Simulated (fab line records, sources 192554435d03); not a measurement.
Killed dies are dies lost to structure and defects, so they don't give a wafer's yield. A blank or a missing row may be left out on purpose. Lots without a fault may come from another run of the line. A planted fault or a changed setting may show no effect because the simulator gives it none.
Which tool did it? | flow n5_finfet | 11 lots, 33 wafers sampled, at 2 steps of a route of 1938

WHAT THE GAUGES READ, wafer by wafer
N5_PASSIVATION_CD_MEAS_30: target cd 4000 nm.
lot  | measured     | on        | cd_nm (nm)
L740 | day 12 13:22 | cd_sem-03 | 4001.6 4000.3 4001.3
L741 | day 13 03:51 | cd_sem-03 | 4000.1 4000.9 4000.8
L743 | day 14 18:22 | cd_sem-01 | 4000.0 3999.1 3997.2
L745 | day 14 19:16 | cd_sem-02 | 3997.9 3996.1 3997.0
L747 | day 15 21:53 | cd_sem-01 | 3997.3 3998.6 3998.8
L751 | day 16 10:42 | cd_sem-01 | 3998.7 3996.9 3999.7
L754 | day 17 02:52 | cd_sem-03 | 3998.8 4001.3 3996.4
L757 | day 17 01:56 | cd_sem-01 | 4001.1 4000.0 4001.3
L760 | day 18 09:20 | cd_sem-01 | 4001.9 3997.1 3998.9
L759 | day 18 16:04 | cd_sem-01 | 4000.3 3999.0 4001.8
L761 | day 18 19:37 | cd_sem-03 | 4001.4 4002.0 3998.8

WHICH TOOL RAN EACH LOT (tool, then ch and the chambers of the sampled wafers, then the start)
lot  | N5_BEOL_M11_STRIP_36
L740 | rie_diel-01 ch 1,2,3, day 10 15:19
L741 | rie_diel-02 ch 0,1,2, day 11 10:00
L743 | rie_diel-02 ch 1,3, day 12 15:01
L745 | rie_diel-06 ch 1,2, day 12 15:22
L747 | rie_diel-02 ch 0,1, day 13 16:10
L751 | rie_diel-02 ch 1,2, day 14 07:43
L754 | rie_diel-06 ch 0,1,2, day 15 03:00
L757 | rie_diel-06 ch 2,3, day 15 12:40
L760 | rie_diel-02 ch 0,1,2, day 16 16:55
L759 | rie_diel-02 ch 0,1, day 17 00:35
L761 | rie_diel-02 ch 0,3, day 17 02:32
- N5_BEOL_M11_STRIP_36: strips in N2/H2.

THE ANSWER, worked out from the rows above alone
Rule: what is usual is taken from the lots themselves. Put in order of their means at a reading, lots are off if they are a third of the lots or fewer, leave a main group of 4 or more, and stand apart from it by a gap of 3 or more times the standard deviation of the main group's means; of several such gaps the widest counts. A main group whose means are all the same, to the digits that the tables above print for the reading, isn't used. A lot without any number at a reading at which 4 lots or more have one is off too. The other lots that the step has rows for count as sound.
No lot is off at any reading shown: from this, nothing can be told.

WHAT THE SIMULATOR HAD PUT IN
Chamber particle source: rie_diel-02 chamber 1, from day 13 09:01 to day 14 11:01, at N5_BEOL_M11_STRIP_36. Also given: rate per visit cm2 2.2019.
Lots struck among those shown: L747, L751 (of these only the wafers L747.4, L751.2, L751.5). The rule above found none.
